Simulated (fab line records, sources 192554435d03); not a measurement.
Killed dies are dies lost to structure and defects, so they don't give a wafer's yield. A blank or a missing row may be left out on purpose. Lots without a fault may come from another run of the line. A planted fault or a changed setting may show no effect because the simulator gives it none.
Chamber matching | flow n5_finfet | N5_BEOL_M5_ETCH_68 on rie_diel-03: 4 sister chambers
The step etches SOC in N2/H2, target depth 80 nm, overetch 16 nm, time 120 s. 16 wafers are shown with their chamber, then 8 later ones without.

WAFERS WITH THEIR CHAMBER
wafer  | chamber | drypump_motor_current_A (A) | showerhead_plenum_p_Torr (Torr) | throttle_valve_pct (%)
L075.2 | 3       | 6.5                         | 2.70                            | 17.60
L075.3 | 0       | 6.0                         | 2.58                            | 18.01
L075.6 | 3       | 6.5                         | 2.70                            | 17.59
L076.1 | 3       | 6.5                         | 2.69                            | 17.61
L076.3 | 1       | 6.6                         | 2.52                            | 17.76
L076.6 | 2       | 5.8                         | 2.56                            | 17.63
L079.1 | 3       | 6.5                         | 2.69                            | 17.60
L079.5 | 0       | 6.1                         | 2.58                            | 18.04
L079.6 | 3       | 6.5                         | 2.69                            | 17.62
L085.1 | 3       | 6.5                         | 2.69                            | 17.63
L085.3 | 0       | 6.0                         | 2.57                            | 18.05
L085.5 | 1       | 6.6                         | 2.51                            | 17.78
L093.3 | 2       | 5.8                         | 2.55                            | 17.67
L093.5 | 2       | 5.8                         | 2.55                            | 17.68
L093.6 | 3       | 6.5                         | 2.68                            | 17.66
L092.1 | 2       | 5.8                         | 2.55                            | 17.70

SIGNATURES (means of the wafers above)
reading                  | chamber 0 | chamber 1 | chamber 2 | chamber 3 | scatter within a chamber
drypump_motor_current_A  | 6.033     | 6.600     | 5.800     | 6.500     | 0.0236
showerhead_plenum_p_Torr | 2.5767    | 2.5150    | 2.5525    | 2.6914    | 0.00631
throttle_valve_pct       | 18.0333   | 17.7700   | 17.6700   | 17.6157   | 0.0242
Rule: a wafer's distance from a chamber is the root of the sum, over the readings, of the square of ((its reading less the chamber's mean) divided by the reading's scatter). The wafer belongs to the nearest chamber; if the next one is less than 2 further off, it can't be placed. The scatter: the root of (the sum of the squares of (reading less its chamber's mean) over the shown wafers, divided by (wafers less chambers)).

WAFERS WITHOUT THEIR CHAMBER
wafer  | drypump_motor_current_A (A) | showerhead_plenum_p_Torr (Torr) | throttle_valve_pct (%)
L092.2 | 6.6                         | 2.51                            | 17.81
L092.5 | 6.1                         | 2.57                            | 18.07
L094.2 | 6.5                         | 2.68                            | 17.65
L094.3 | 5.8                         | 2.55                            | 17.69
L094.6 | 6.5                         | 2.68                            | 17.65
L096.4 | 5.8                         | 2.55                            | 17.69
L096.5 | 6.1                         | 2.56                            | 18.08
L096.6 | 6.5                         | 2.68                            | 17.67

WHICH CHAMBER EACH WENT THROUGH
wafer  | from the rows above | in truth
L092.2 | 1                   | 1
L092.5 | 0                   | 0
L094.2 | 3                   | 3
L094.3 | 2                   | 2
L094.6 | 3                   | 3
L096.4 | 2                   | 2
L096.5 | 0                   | 0
L096.6 | 3                   | 3
Placed correctly: 8 of 8. Can't be placed from these rows: 0. Placed wrongly: 0.
